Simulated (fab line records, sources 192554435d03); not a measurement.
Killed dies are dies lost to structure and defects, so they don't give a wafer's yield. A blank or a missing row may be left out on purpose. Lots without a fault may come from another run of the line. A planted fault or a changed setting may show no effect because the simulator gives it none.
One fault seen from 2 desks | flow n5_finfet | each desk has only its own numbers; what lay behind them comes last

THE METROLOGY DESK
What the gauges read, lot by lot, whatever tool the lot ran on: means of the sampled wafers that have a number. A lot is out of limits, marked OUT, if its mean lies more than 4 standard deviations from the usual mean; the brackets give that distance. Of its 12 readings 7 are shown: those that lie furthest out on some lot.
Columns: A = NWELL_OVL at N5_WELL_APT_OVL_MEAS_09, usual -4 nm; B = DIBL_P at N5_BEOL_M4_RC_MEAS_101, usual 37.3 mV/V; C = IOFF_P at N5_BEOL_M4_RC_MEAS_101, usual 0.23 nA/um; D = ION_P at N5_BEOL_M4_RC_MEAS_101, usual 460 uA/um; E = SS_N at N5_BEOL_M4_RC_MEAS_101, usual 71.7 mV/dec; F = SS_P at N5_BEOL_M4_RC_MEAS_101, usual 73.6 mV/dec; G = VT_P at N5_BEOL_M4_RC_MEAS_101, usual -250 mV
lot  | first seen here | A   | B    | C    | D   | E    | F    | G
L242 | day 1 19:44     | 2   | 38.6 | 0.24 | 456 | 71.8 | 74.9 | -249
L246 | day 2 19:43     | 4   | 39.1 | 0.28 | 469 | 72.2 | 73.0 | -246
L248 | day 3 07:35     | -1  | 39.6 | 0.21 | 457 | 72.2 | 74.4 | -255
L249 | day 3 13:46     | -3  | 40.1 | 0.27 | 470 | 71.9 | 74.5 | -247
L252 | day 4 07:53     | -6  | 36.2 | 0.20 | 454 | 71.2 | 73.4 | -251
L256 | day 5 07:56     | -3  | 38.5 | 0.23 | 461 | 71.6 | 73.4 | -250
L257 | day 5 13:36     | -11 | 40.6 | 0.26 | 464 | 72.7 | 74.4 | -249
L260 | day 6 07:45     | -6  | 33.8 | 0.19 | 459 | 71.3 | 72.8 | -252
L263 | day 7 01:46     | 3   | 38.9 | 0.27 | 468 | 72.5 | 73.9 | -247
L264 | day 7 08:29     | -15 | 37.2 | 0.16 | 448 | 71.4 | 73.4 | -257
This desk's finding: nothing out of limits on any of the 10 lots.

THE TOOL OWNER'S DESK: rie_si-04
The tool's own readings at N5_ZERO_LAYER_ETCH_18 (etches Si in HBr/Cl2, target depth 120 nm, time 40 s): means of the sampled wafers that have a number, for each lot that ran on this tool. A lot is out of limits, marked OUT, if its mean lies more than 4 standard deviations from the usual mean; the brackets give that distance.
Columns: A = drypump_motor_current_A at N5_ZERO_LAYER_ETCH_18, usual 5.5 A; B = mfc_cl2_sccm at N5_ZERO_LAYER_ETCH_18, usual 79.99 sccm; C = oes_product_au at N5_ZERO_LAYER_ETCH_18, usual 1.002 a.u.; D = rf_fwd_power_W at N5_ZERO_LAYER_ETCH_18, usual 795.5 W; E = throttle_valve_pct at N5_ZERO_LAYER_ETCH_18, usual 36.3 %
lot  | first seen here | A   | B     | C     | D               | E
L248 | day 3 06:47     | 5.6 | 80.12 | 1.006 | 793.4           | 36.5
L252 | day 4 07:05     | 6.0 | 80.09 | 1.004 | 795.0           | 36.2
L256 | day 5 07:01     | 5.2 | 80.03 | 1.003 | 796.9           | 36.1
L257 | day 5 12:47     | 5.6 | 79.85 | 1.003 | 793.5           | 36.5
L263 | day 7 00:56     | 5.6 | 80.12 | 1.006 | 728.5 (-26) OUT | 36.5
L264 | day 7 07:26     | 5.9 | 79.87 | 1.004 | 669.1 (-49) OUT | 36.4
This desk's finding: out of limits on L263, L264; first on L263, day 7 00:56 (rf_fwd_power_W at N5_ZERO_LAYER_ETCH_18). In limits: L248, L252, L256, L257.

PUT TOGETHER
The tool owner's desk could have raised an alarm at day 7 00:56, on L263, L264.
The metrology desk saw nothing out of limits.
The metrology desk has L263, L264 on record, within its limits.
Of the lots named, all ran N5_ZERO_LAYER_ETCH_18 on rie_si-04.

WHAT THE SIMULATOR HAD PUT IN
Process parameter drift: rie_si-04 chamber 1, from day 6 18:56 on, at N5_ZERO_LAYER_ETCH_18. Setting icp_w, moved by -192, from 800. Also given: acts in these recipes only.
Lots struck among those shown: L263, L264.
Hours from the fault's start to each desk's first reading out of limits: the tool owner's desk, 6.
